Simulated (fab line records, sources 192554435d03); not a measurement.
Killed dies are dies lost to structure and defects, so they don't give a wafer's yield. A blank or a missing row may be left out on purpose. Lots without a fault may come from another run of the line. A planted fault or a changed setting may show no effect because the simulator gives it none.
Chamber matching | flow n5_finfet | N5_HKMG_FIN_ETCH_31 on rie_diel-01: 4 sister chambers
The step etches SiARC in CF4, target depth 45.5 nm, time 75.8 s. 4 wafers are shown with their chamber, then 8 later ones without.

WAFERS WITH THEIR CHAMBER
wafer  | chamber | drypump_motor_current_A (A)
L084.1 | 1       | 6.4
L084.4 | 3       | 5.1
L087.2 | 0       | 6.2
L088.2 | 2       | 5.4

WAFERS WITHOUT THEIR CHAMBER
wafer  | drypump_motor_current_A (A)
L088.3 | 6.5
L088.6 | 6.5
L089.2 | 5.1
L089.3 | 5.4
L089.5 | 5.1
L090.2 | 6.2
L090.4 | 5.4
L090.6 | 6.4

WHICH CHAMBER EACH WENT THROUGH
wafer  | from the rows above | in truth
L088.3 | 1                   | 1
L088.6 | 1                   | 1
L089.2 | 3                   | 3
L089.3 | 2                   | 2
L089.5 | 3                   | 3
L090.2 | 0                   | 0
L090.4 | 2                   | 2
L090.6 | 1                   | 1
Placed correctly: 8 of 8. Can't be placed from these rows: 0. Placed wrongly: 0.
How it was worked out, from the rows above alone: a wafer's distance from a chamber is the root of the sum, over the readings, of the square of ((its reading less the chamber's mean) divided by the reading's scatter). The wafer belongs to the nearest chamber; if the next one is less than 2 further off, it can't be placed. A chamber's mean is the mean of its shown wafers. The scatter: with one shown wafer a chamber, the root of the mean of the squares of how far each hidden wafer lies from its nearest shown one.
